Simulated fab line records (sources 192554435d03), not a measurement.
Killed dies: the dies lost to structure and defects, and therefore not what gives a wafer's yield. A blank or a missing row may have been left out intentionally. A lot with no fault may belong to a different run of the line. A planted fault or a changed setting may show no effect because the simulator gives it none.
A lot that was struck, set against a sound lot | flow n5Finfet | 15 steps out of a route of 1938
Sound: these wafers, L834.2, L834.4, L834.6. Struck: wafers L831.3, L831.5, L831.6. At the end, the cause is stated.
At each step with rows: each side's tool, then ch and its chambers, then its first start. Under that, the readings that differ: sound wafers | struck wafers | difference of the means | sigmas: that difference in standard deviations of wafers without a fault.
alike: words and numbers the same on both sides, and readings whose means are apart by under 2 such deviations; not compared: readings that were withheld, readings missing a value for some wafer, numbers with overlapping values and no deviation given by the record, and bounds like >300 which may hide the same value.
A row with sigmas, a row that says differs or no value, or rows on one side alone: a step with any of these is where the two part. Numbers that don't overlap but have no deviation are shown without sigmas and don't part them. Lack of a reading on every wafer of one side parts them only where that side has two or more wafers.

N5_BEOL_M5_DEGAS_44: time 60 s.
  sound on pvdSputter-01, day 12 18:13; struck on pvdSputter-03, day 11 19:28
  alike: heaterPowerW
N5_BEOL_M5_PRE_CLEAN_45: time 30 s.
  sound on pvdSputter-01, day 12 18:16; struck on pvdSputter-03, day 11 19:31
  alike: heaterPowerW
then, 3 steps without rows for these wafers: N5_BEOL_M5_ALD_86 (deposits TaN, pulse time 2 s, purge time 3 s, co reactant purge time 2 s); N5_BEOL_M5_SURFACE_TREAT_87; N5_BEOL_M5_CVD_47 (deposits Co from CCTBA/H2, target thk 3 nm, time 216 s).
N5_BEOL_M5_SPUTTER_48: material Cu, target thk 15 nm, time 27.62 s.
  sound on pvdSputter-03, day 12 19:22; struck on pvdSputter-03, day 11 20:09
  alike: chamberPressurePa, throttleValvePct
then, 1 step without rows for these wafers: N5_BEOL_M5_ANNEAL_49 (time 1800 s).
N5_BEOL_M5_SPUTTER_81: material Cu, target thk 15 nm, time 27.62 s.
  sound on pvdSputter-03, day 12 20:28; struck on pvdSputter-03, day 11 21:14
  alike: chamberPressurePa, throttleValvePct
then, 2 steps without rows for these wafers: N5_BEOL_M5_ANNEAL_82 (time 1800 s); N5_BEOL_M5_SPUTTER_83 (material Cu, target thk 15 nm, time 27.62 s).
N5_BEOL_M5_ANNEAL_84: time 1800 s.
  sound on pvdSputter-03, day 12 21:38; struck on pvdSputter-03, day 11 22:24
  alike: heaterPowerW, susceptorTempC
then, 1 step without rows for these wafers: N5_BEOL_M5_SPUTTER_88 (material Cu, target thk 15 nm, time 27.62 s).
N5_BEOL_M5_ANNEAL_89: time 1800 s.
  sound on pvdSputter-03, day 12 22:43; struck on pvdSputter-03, day 11 23:29
  no value came back on the struck wafers for heaterPowerW (W), susceptorTempC (C); on the sound wafers heaterPowerW (W) reads 783 727 717
then, 1 step without rows for these wafers: N5_BEOL_M5_SPUTTER_90 (material Cu, target thk 4.5 nm, time 8.29 s).
N5_PASSIVATION_PROBE_49:
  rows exist in the record for the sound wafers here (prober-01, day 16 14:07), none for the struck ones

== WHERE THEY PART ==
Earliest at N5_BEOL_M5_ANNEAL_89; latest, in this record, at N5_PASSIVATION_PROBE_49.

WHY: what had been put in by the simulator
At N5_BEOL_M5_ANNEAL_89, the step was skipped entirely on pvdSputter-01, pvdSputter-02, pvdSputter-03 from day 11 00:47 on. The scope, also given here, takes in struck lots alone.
